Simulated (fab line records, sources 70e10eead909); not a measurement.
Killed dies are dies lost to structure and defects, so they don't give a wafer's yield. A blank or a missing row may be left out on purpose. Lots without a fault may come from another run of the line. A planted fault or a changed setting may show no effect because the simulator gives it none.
fab line records | flow nand_harc | part 2 of 2: steps 28 to 37 of 37
record lots=5 wafers=15 last_day=32
route steps=1302 shown A_ZERO_WELL@409 A_SOURCE_PLATE@413 A_ONON_D1@424
lots that met no fault: from a run of the same line without faults
start_h: hours from the record's first day to the start of the lot's first wafer shown | wait_h: hours since the lot's step before | " the same as in the row above | L1.1+2: a row that stands for several wafers | - no value, or no start given | * or withheld: withheld | < > ~ a bound
route shown NAME@n: a module of which the file shows steps, and the number in the route of the first | usual: mean/standard deviation of fault-free wafers | same: alike in all rows | chamber/n: place in a boat | sites: the reading at each site | _std_site: their standard deviation | _edge_site: outer sites' mean less inner sites' | radius_mm: how far each site lies from the wafer's centre | mask NAME#n: copy n | behind: the tool/chamber that last shaped the wafer | hold: why the lot was held/for how many hours/how that ended | device: the transistor (n, p or np) that didn't switch | end of line: the same wafers' tests at the end of the route | a step without rows: its recipe alone | killed: dies lost to structure and defects at the first sort, not the wafer's yield | map: a wafer's dies, x killed, . not, _ none there
set.NAME: the setting as run; set.NAME@STEP: as run at that earlier step | model.NAME: the simulator's own value behind a step, which no gauge read
lots at some steps of the route; a table a step, a row a wafer
services: from which hour (start_h, from the record's first day; less than 0 if before it) a tool's chamber was out of use, for how many hours, and why
## steps
# step NHARC_A_ONON_D1_THK_MEAS_21
# recipe thk_meas_gauge=ellipsometry
# usual thk_nm=998/9.5
# columns lot.wafer tool chamber start_h wait_h thk_nm
L076.1 film_metro-02 - 191.20 - 1003
L076.2 " - " " 1004
L076.5 " - " " 1005
L084.1 film_metro-02 - 278.41 - 997
L084.5 " - " " 995
L084.6 " - " " 997
L092.4 film_metro-02 - 357.20 - 1000
L092.5 " - " " 1001
L092.6 " - " " 1001
L093.2 film_metro-02 - 364.34 - 991
L093.3 " - " " 994
L093.5 " - " " 991
L094.1 film_metro-01 - 375.53 - 1003
L094.2 " - " " 1004
L094.6 " - " " 1003
# step NHARC_A_ONON_D1_DEP_22
# recipe target_thk_a=10000 n2_flow_sccm=2750 n2o_flow_sccm=2000 nh3_flow_sccm=500 sih4_flow_sccm=210 temp_c=400
# usual n2o_flow_sccm=1999/6 sih4_flow_sccm=210.0/0.66
# columns lot.wafer tool chamber start_h wait_h n2o_flow_sccm sih4_flow_sccm
L076.1 pecvd_onon-01 0 191.26 0.1 2010 209.2
L076.2 " 0 " " 2007 209.6
L076.5 " 0 " " 1998 209.3
L084.1 pecvd_onon-03 0 278.46 0.1 2001 210.7
L084.5 " 0 " " 1999 210.7
L084.6 " 0 " " 2001 210.5
L092.4 pecvd_onon-02 0 357.43 0.2 2006 210.7
L092.5 " 0 " " 1995 210.4
L092.6 " 0 " " 2002 211.1
L093.2 pecvd_onon-02 0 364.46 0.1 1999 209.4
L093.3 " 0 " " 2001 209.7
L093.5 " 0 " " 2003 210.2
L094.1 pecvd_onon-03 0 375.58 0.1 2008 210.0
L094.2 " 0 " " 2004 209.9
L094.6 " 0 " " 2001 209.5
# step NHARC_A_ONON_D1_THK_MEAS_24
# recipe thk_meas_gauge=ellipsometry
# usual thk_nm=1000/12
# columns lot.wafer tool chamber start_h wait_h thk_nm
L076.1 film_metro-02 - 191.77 - 1015
L076.2 " - " " 1012
L076.5 " - " " 1012
L084.1 film_metro-01 - 278.98 - 1000
L084.5 " - " " 1000
L084.6 " - " " 998
L092.4 film_metro-01 - 357.77 - 1018
L092.5 " - " " 1020
L092.6 " - " " 1019
L093.2 film_metro-02 - 364.91 - 981
L093.3 " - " " 979
L093.5 " - " " 982
L094.1 film_metro-01 - 376.09 - 980
L094.2 " - " " 978
L094.6 " - " " 980
# step NHARC_A_ONON_D1_DEP_25
# recipe target_thk_a=10000 n2_flow_sccm=2750 n2o_flow_sccm=2000 nh3_flow_sccm=500 sih4_flow_sccm=210 temp_c=400
# usual n2o_flow_sccm=1999/5.8 sih4_flow_sccm=210.1/0.58
# columns lot.wafer tool chamber start_h wait_h n2o_flow_sccm sih4_flow_sccm
L076.1 pecvd_onon-03 0 191.82 0.1 1998 209.6
L076.2 " 0 " " 2005 210.4
L076.5 " 0 " " 2011 211.0
L084.1 pecvd_onon-02 0 279.03 0.1 1999 211.0
L084.5 " 0 " " 2001 209.7
L084.6 " 0 " " 2001 209.9
L092.4 pecvd_onon-03 0 358.00 0.2 1997 210.7
L092.5 " 0 " " 2000 209.7
L092.6 " 0 " " 2009 210.2
L093.2 pecvd_onon-03 0 365.02 0.1 2001 210.5
L093.3 " 0 " " 1987 210.2
L093.5 " 0 " " 1988 209.8
L094.1 pecvd_onon-01 0 376.15 0.1 1992 209.5
L094.2 " 0 " " 1991 209.9
L094.6 " 0 " " 1994 211.0
# step NHARC_A_ONON_D1_THK_MEAS_27
# recipe thk_meas_gauge=ellipsometry
# usual thk_nm=997/9.9
# columns lot.wafer tool chamber start_h wait_h thk_nm
L076.1 film_metro-02 - 192.33 - 1002
L076.2 " - " " 1002
L076.5 " - " " 1002
L084.1 film_metro-02 - 279.54 - 998
L084.5 " - " " 1001
L084.6 " - " " 1001
L092.4 film_metro-02 - 358.33 - 1001
L092.5 " - " " 1000
L092.6 " - " " 1001
L093.2 film_metro-01 - 365.49 - 991
L093.3 " - " " 991
L093.5 " - " " 991
L094.1 film_metro-01 - 376.66 - 986
L094.2 " - " " 987
L094.6 " - " " 985
# step NHARC_A_ONON_D1_DEP_28
# recipe target_thk_a=10000 n2_flow_sccm=2750 n2o_flow_sccm=2000 nh3_flow_sccm=500 sih4_flow_sccm=210 temp_c=400
# usual n2o_flow_sccm=2000/6 sih4_flow_sccm=210.0/0.57
# columns lot.wafer tool chamber start_h wait_h n2o_flow_sccm sih4_flow_sccm
L076.1 pecvd_onon-03 0 192.39 0.1 1999 211.3
L076.2 " 0 " " 2000 210.0
L076.5 " 0 " " 2015 210.3
L084.1 pecvd_onon-03 0 279.60 0.1 1993 209.6
L084.5 " 0 " " 1998 209.7
L084.6 " 0 " " 2001 211.1
L092.4 pecvd_onon-02 0 358.56 0.2 2015 209.9
L092.5 " 0 " " 2013 209.0
L092.6 " 0 " " 2012 210.0
L093.2 pecvd_onon-01 0 365.60 0.1 2002 209.8
L093.3 " 0 " " 1995 210.3
L093.5 " 0 " " 2002 209.8
L094.1 pecvd_onon-03 0 376.71 0.1 2008 209.8
L094.2 " 0 " " 1997 210.0
L094.6 " 0 " " 1993 209.5
# step NHARC_A_ONON_D1_THK_MEAS_30
# recipe thk_meas_gauge=ellipsometry
# usual thk_nm=1002/8.3
# columns lot.wafer tool chamber start_h wait_h thk_nm
L076.1 film_metro-01 - 192.90 - 1002
L076.2 " - " " 1002
L076.5 " - " " 1001
L084.1 film_metro-02 - 280.10 - 1000
L084.5 " - " " 1001
L084.6 " - " " 1000
L092.4 film_metro-02 - 358.89 - 1001
L092.5 " - " " 1000
L092.6 " - " " 999
L093.2 film_metro-01 - 366.05 - 1003
L093.3 " - " " 1000
L093.5 " - " " 1000
L094.1 film_metro-01 - 377.22 - 1018
L094.2 " - " " 1016
L094.6 " - " " 1016
# step NHARC_A_ONON_D1_DEP_33
# recipe target_thk_a=2000 temp_c=400 pressure_torr=6.5 rf_w=900 teos_flow_sccm=161.4 flow_sccm=2650 target_thk_nm=200 gas=O2 material=SiO2
# usual heater_power_w=534/120 throttle_valve_pct=15.9/0.48
# columns lot.wafer tool chamber start_h wait_h heater_power_w throttle_valve_pct
L076.1 pecvd-01 0 193.01 0.1 486 15.6
L076.2 " 1 " " 548 14.9
L076.5 " 2 " " 504 15.2
L084.1 pecvd-01 2 280.25 0.1 545 15.6
L084.5 " 0 " " 506 16.0
L084.6 " 1 " " 578 15.1
L092.6 pecvd-02 0 359.08 0.2 505 15.9
L092.5 " 1 " " 622 16.4
L092.4 " 2 " " 542 15.2
L093.3 pecvd-04 2 366.15 0.1 417 16.1
L093.2 " 0 " " 403 16.5
L093.5 " 2 " " 416 16.2
L094.1 pecvd-04 1 377.40 0.2 769 15.8
L094.2 " 2 " " 444 16.0
L094.6 " 0 " " 384 16.5
# step NHARC_A_ONON_D1_THK_MEAS_34
# recipe thk_meas_gauge=ellipsometry
# usual thk_nm=200.4/2.7
# columns lot.wafer tool chamber start_h wait_h thk_nm
L076.1 film_metro-02 - 193.37 - 197.2
L076.2 " - " " 199.6
L076.5 " - " " 201.4
L084.1 film_metro-02 - 280.57 - 202.6
L084.5 " - " " 199.9
L084.6 " - " " 204.0
L092.4 film_metro-02 - 359.36 - 201.6
L092.5 " - " " 194.8
L092.6 " - " " 199.0
L093.2 film_metro-01 - 366.52 - 197.7
L093.3 " - " " 197.7
L093.5 " - " " 201.0
L094.1 film_metro-01 - 377.77 - 199.3
L094.2 " - " " 199.2
L094.6 " - " " 205.6
# step NHARC_A_ONON_D1_INSPECT_32
# usual raw_defect_count=73/28
# columns lot.wafer tool chamber start_h wait_h raw_defect_count
L076.1 defect_inspect-02 - 193.46 0.0 49
L076.2 " - " " 82
L076.5 " - " " 78
L084.1 defect_inspect-01 - 280.66 0.1 46
L084.5 " - " " 81
L084.6 " - " " 103
L092.4 defect_inspect-01 - 359.43 0.0 46
L092.5 " - " " 77
L092.6 " - " " 40
L093.2 defect_inspect-01 - 366.58 0.0 49
L093.3 " - " " 75
L093.5 " - " " 50
L094.1 defect_inspect-02 - 377.83 0.0 56
L094.2 " - " " 53
L094.6 " - " " 60
## services
# columns tool chamber start_h hours kind
pecvd-01 0 139.39 9.4 repair
wet_bench-07 - 157.59 0.9 repair
wet_bench-01 - 158.27 1.5 repair
wet_bench-07 - 160.00 8.0 pm
wet_bench-09 - 164.28 0.9 repair
wet_bench-09 - 176.80 8.0 pm
wet_bench-05 - 182.11 0.5 repair
pecvd_onon-02 - 185.00 13.0 pm
pecvd-01 0 196.46 4.7 repair
wet_bench-04 - 204.11 0.6 repair
furnace-01 - 206.00 26.0 pm
lpcvd_poly-02 - 206.00 26.0 pm
wet_bench-03 - 210.40 8.0 pm
pecvd_onon-03 - 227.05 13.0 pm
wet_bench-04 - 227.20 8.0 pm
lpcvd_poly-02 - 242.87 5.4 repair
wet_bench-05 - 260.80 8.0 pm
pecvd_onon-01 - 269.31 13.0 pm
pecvd_onon-02 - 309.50 1.2 repair
wet_bench-07 - 336.00 8.0 pm
pvd_sputter-01 - 339.34 8.4 repair
wet_bench-09 - 352.80 8.0 pm
pecvd_onon-02 - 366.00 13.0 pm
rtp_anneal-01 - 372.00 12.0 pm
